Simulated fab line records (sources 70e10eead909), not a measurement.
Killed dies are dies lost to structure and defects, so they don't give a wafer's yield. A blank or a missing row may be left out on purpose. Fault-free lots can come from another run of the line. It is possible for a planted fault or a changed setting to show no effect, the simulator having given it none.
The tool behind it: which one?	flow nand_harc	24 lots with 72 wafers sampled at 5 steps, on a route of 1302 steps

## WHAT THE GAUGES SHOWED, per wafer
NHARC_P_STI_OVL_MEAS_10.
lot	measured	on	overlay_x_nm (nm)	overlay_y_nm (nm)
L074	day 2 22:44	overlay-02	6 6 6	10 11 10
L075	day 3 08:39	overlay-02	-4 -5 -5	6 6 6
L076	day 3 16:14	overlay-01	3 3 3	-8 -8 -7
L077	day 4 11:30	overlay-01	-4 -4 -3	7 7 7
L078	day 4 11:40	overlay-02	4 5 5	4 4 4
L079	day 4 23:44	overlay-01	-3 -3 -3	6 7 7
L080	day 5 07:42	overlay-02	-8 -8 -8	7 7 8
L081	day 5 16:25	overlay-01	-16 -16 -16	1 2 0
L082	day 6 05:13	overlay-02	8 8 8	-2 -2 -2
L083	day 6 17:01	overlay-02	3 3 3	1 1 0
L084	day 7 03:31	overlay-01	-8 -8 -8	-11 -11 -11
L085	day 7 10:55	overlay-01	1 1 1	2 2 2
L086	day 7 18:38	overlay-02	-2 -2 -2	6 7 7
L087	day 8 04:38	overlay-02	9 9 9	-5 -5 -5
L088	day 8 17:35	overlay-02	5 5 5	7 7 7
L089	day 9 01:54	overlay-02	-3 -3 -3	-5 -6 -6
L090	day 9 10:19	overlay-02	-7 -7 -7	-12 -11 -12
L091	day 9 20:38	overlay-01	5 4 4	-8 -9 -9
L092	day 10 08:54	overlay-02	4 3 3	0 -1 0
L093	day 10 17:10	overlay-01	-5 -5 -6	-14 -13 -14
L094	day 11 04:22	overlay-01	-10 -11 -10	-3 -3 -3
L095	day 11 13:28	overlay-01	0 0 -1	3 3 3
L096	day 12 02:08	overlay-02	-1 -1 -2	-6 -6 -6
L097	day 12 12:30	overlay-02	-2 -2 -2	2 2 2

NHARC_P_STI_INSPECT_25.
lot	measured	on	raw_defect_count
L074	day 4 07:11	defect_inspect-01	206 157 130
L075	day 4 12:49	defect_inspect-02	212 178 168
L076	day 4 20:10	defect_inspect-02	184 369 224
L077	day 5 12:50	defect_inspect-01	229 136 133
L078	day 5 12:50	defect_inspect-02	232 255 331
L079	day 6 06:08	defect_inspect-01	98 160 134
L080	day 6 10:55	defect_inspect-01	376 182 240
L081	day 7 01:05	defect_inspect-01	122 160 99
L082	day 7 10:44	defect_inspect-02	125 108 100
L083	day 8 01:04	defect_inspect-01	274 126 338
L084	day 8 08:48	defect_inspect-02	175 415 255
L085	day 8 18:05	defect_inspect-02	266 149 200
L086	day 8 23:13	defect_inspect-01	180 378 192
L087	day 9 08:36	defect_inspect-01	288 401 386
L088	day 10 02:50	defect_inspect-01	233 126 299
L089	day 10 02:50	defect_inspect-02	270 313 266
L090	day 10 14:07	defect_inspect-02	131 162 198
L091	day 11 02:54	defect_inspect-01	242 176 189
L092	day 11 11:05	defect_inspect-02	327 346 212
L093	day 12 00:19	defect_inspect-01	166 140 162
L094	day 12 14:55	defect_inspect-02	194 143 158
L095	day 12 18:47	defect_inspect-01	327 479 389
L096	day 13 04:54	defect_inspect-01	262 230 264
L097	day 13 21:28	defect_inspect-02	242 410 115

NHARC_P_CONTACT_CD_MEAS_12: the cd target is 90 nm.
lot	measured	on	cd_nm (nm)
L074	day 6 05:20	cd_sem-01	89.7 89.5 89.0
L075	day 6 07:51	cd_sem-02	89.2 89.5 89.5
L076	day 6 17:24	cd_sem-03	88.4 89.3 89.5
L077	day 7 10:08	cd_sem-01	89.5 89.9 90.0
L078	day 7 09:44	cd_sem-03	89.5 88.9 89.0
L079	day 8 01:12	cd_sem-01	88.6 89.7 89.6
L080	day 8 12:35	cd_sem-02	89.3 89.0 87.9
L081	day 8 21:03	cd_sem-01	88.8 90.0 89.3
L082	day 9 07:44	cd_sem-01	89.6 91.0 90.2
L083	day 10 01:43	cd_sem-03	88.9 90.5 89.9
L084	day 10 08:08	cd_sem-02	88.5 89.1 88.5
L085	day 10 12:55	cd_sem-03	89.6 89.7 88.5
L086	day 10 17:54	cd_sem-03	88.4 89.5 89.4
L087	day 11 03:35	cd_sem-01	90.0 89.5 90.0
L088	day 11 21:58	cd_sem-03	89.0 89.5 90.1
L089	day 11 21:35	cd_sem-03	89.3 89.3 88.3
L090	day 12 17:49	cd_sem-01	88.9 89.5 89.2
L091	day 13 00:53	cd_sem-03	90.0 90.8 90.4
L092	day 13 07:41	cd_sem-03	89.3 91.7 89.2
L093	day 13 18:35	cd_sem-02	88.0 88.4 88.9
L094	day 14 12:27	cd_sem-03	89.2 90.0 91.4
L095	day 14 13:34	cd_sem-02	89.5 89.2 90.8
L096	day 15 00:02	cd_sem-02	88.4 88.3 89.9
L097	day 15 18:42	cd_sem-03	90.3 89.3 89.9

## EACH LOT AND THE TOOL THAT RAN IT (in order: tool; ch and the chambers of the sampled wafers; start)
lot	NHARC_P_STI_DESCUM_14	NHARC_P_GATE_STRIP_113
L074	rie_diel-12 ch 0,3, day 2 22:56	plasma_asher-02 ch 0,1, day 6 01:12
L075	rie_diel-02 ch 0,1,2, day 3 08:50	plasma_asher-01 ch 0,1, day 6 03:56
L076	rie_diel-13 ch 0,1,3, day 3 16:25	plasma_asher-02 ch 0,1, day 6 13:35
L077	rie_diel-12 ch 0,1,3, day 4 11:40	plasma_asher-02 ch 0,1, day 7 05:59
L078	rie_diel-02 ch 0,1,3, day 4 11:52	plasma_asher-01 ch 0,1, day 7 05:57
L079	rie_diel-13 ch 1,2,3, day 4 23:54	plasma_asher-02 ch 0,1, day 7 20:45
L080	rie_diel-13 ch 0,2,3, day 5 07:53	plasma_asher-01 ch 0,1, day 8 08:05
L081	rie_diel-13 ch 0,1,3, day 5 16:36	plasma_asher-01 ch 0,1, day 8 16:53
L082	rie_diel-12 ch 0,2,3, day 6 05:24	plasma_asher-01 ch 1, day 9 03:41
L083	rie_diel-13 ch 2,3, day 6 17:11	plasma_asher-02 ch 0,1, day 9 21:41
L084	rie_diel-12 ch 0,1,2, day 7 03:42	plasma_asher-01 ch 0,1, day 10 04:14
L085	rie_diel-02 ch 0,1,2, day 7 11:05	plasma_asher-01 ch 0,1, day 10 09:07
L086	rie_diel-02 ch 0,2,3, day 7 18:50	plasma_asher-01 ch 0,1, day 10 13:44
L087	rie_diel-12 ch 0,1,2, day 8 04:49	plasma_asher-02 ch 0,1, day 10 23:25
L088	rie_diel-13 ch 1,2,3, day 8 17:45	plasma_asher-01 ch 0,1, day 11 17:53
L089	rie_diel-12 ch 0,2,3, day 9 02:05	plasma_asher-02 ch 0,1, day 11 17:28
L090	rie_diel-02 ch 0,1,2, day 9 10:29	plasma_asher-01 ch 0,1, day 12 13:40
L091	rie_diel-13 ch 1,2,3, day 9 20:48	plasma_asher-02 ch 0,1, day 12 20:44
L092	rie_diel-12 ch 1,2,3, day 10 09:05	plasma_asher-01 ch 0,1, day 13 03:39
L093	rie_diel-13 ch 1,3, day 10 17:20	plasma_asher-02 ch 0,1, day 13 14:26
L094	rie_diel-02 ch 2,3, day 11 04:32	plasma_asher-01 ch 0,1, day 14 08:25
L095	rie_diel-12 ch 0,2,3, day 11 13:38	plasma_asher-02 ch 0,1, day 14 09:33
L096	rie_diel-02 ch 0,1,3, day 12 02:19	plasma_asher-02 ch 0,1, day 14 19:52
L097	rie_diel-02 ch 0,2,3, day 12 12:42	plasma_asher-02 ch 0,1, day 15 14:37
- NHARC_P_STI_DESCUM_14: chemistry O2, time 3 s.
- NHARC_P_GATE_STRIP_113: strips in N2/H2, time 740 s.

## AS READ BY THE TOOLS THEMSELVES (means over the sampled wafers that have a number; for cases with no such wafer, the mark the record gives instead)
NHARC_P_STI_DESCUM_14.
lot	tool	drypump_motor_current_A (A)	oes_product_au (a.u.)	rf_vpp_V (V)	showerhead_plenum_p_Torr (Torr)	throttle_valve_pct (%)
L074	rie_diel-12	6.5	1.002	57.8	1.87	11.315
L075	rie_diel-02	6.1	0.996	57.2	1.84	11.315
L076	rie_diel-13	5.8	0.991	57.5	1.95	11.302
L077	rie_diel-12	6.4	0.997	57.4	1.93	11.314
L078	rie_diel-02	5.9	1.000	57.8	1.85	11.315
L079	rie_diel-13	5.7	0.986	57.6	1.90	11.319
L080	rie_diel-13	5.9	0.991	57.3	1.93	11.302
L081	rie_diel-13	5.8	1.002	57.4	1.95	11.309
L082	rie_diel-12	6.2	0.994	56.8	1.89	11.309
L083	rie_diel-13	5.8	0.990	58.2	1.88	11.305
L084	rie_diel-12	6.3	0.993	58.1	1.94	11.321
L085	rie_diel-02	6.1	1.001	57.3	1.84	11.312
L086	rie_diel-02	5.9	1.002	57.9	1.88	11.308
L087	rie_diel-12	6.3	0.987	57.9	1.94	11.318
L088	rie_diel-13	5.7	0.999	57.4	1.90	11.304
L089	rie_diel-12	6.2	0.993	56.9	1.89	11.310
L090	rie_diel-02	6.1	0.997	57.1	1.84	11.318
L091	rie_diel-13	5.7	0.989	57.7	1.90	11.310
L092	rie_diel-12	6.0	1.005	58.0	1.95	11.312
L093	rie_diel-13	5.5	0.985	58.5	1.97	11.320
L094	rie_diel-02	5.5	1.008	58.2	1.91	11.306
L095	rie_diel-12	6.2	0.997	57.2	1.89	11.308
L096	rie_diel-02	6.0	1.003	57.6	1.85	11.312
L097	rie_diel-02	5.9	0.998	57.3	1.88	11.308

NHARC_P_GATE_STRIP_113.
lot	tool	drypump_motor_current_A (A)	heater_power_w (W)
L074	plasma_asher-02	5.92	79
L075	plasma_asher-01	6.09	91
L076	plasma_asher-02	5.92	80
L077	plasma_asher-02	5.99	88
L078	plasma_asher-01	6.09	93
L079	plasma_asher-02	5.91	81
L080	plasma_asher-01	6.07	92
L081	plasma_asher-01	6.09	91
L082	plasma_asher-01	6.12	94
L083	plasma_asher-02	5.89	81
L084	plasma_asher-01	6.08	90
L085	plasma_asher-01	6.08	91
L086	plasma_asher-01	6.08	92
L087	plasma_asher-02	5.90	79
L088	plasma_asher-01	6.10	92
L089	plasma_asher-02	5.93	82
L090	plasma_asher-01	6.10	92
L091	plasma_asher-02	6.01	85
L092	plasma_asher-01	6.10	93
L093	plasma_asher-02	5.91	80
L094	plasma_asher-01	6.09	92
L095	plasma_asher-02	5.92	80
L096	plasma_asher-02	5.93	78
L097	plasma_asher-02	6.02	86

## THE ANSWER, worked out from the rows above alone
Rule: the lots themselves supply what counts as usual. Put in order of their means at a reading, lots are off if they are a third of the lots or fewer, leave a main group of 4 or more, and stand apart from it by a gap of 3 or more times the standard deviation of the main group's means; of several such gaps the widest counts. The tables above print the reading to a certain number of digits; a main group whose means all agree to those digits is not used. Also off: a lot with no number at a reading for which 4 or more lots have one. The other lots that the step has rows for count as sound. Order of review: gauges by route order, followed by the tools' own readings, for which a lot's mean as printed above is used. At the first step where some lot is off, the reading lying furthest off is the one used; lots without a number count as furthest.
Across all readings shown, no lot is off: no conclusion can be drawn from this.

## WHAT WAS PUT IN BY THE SIMULATOR
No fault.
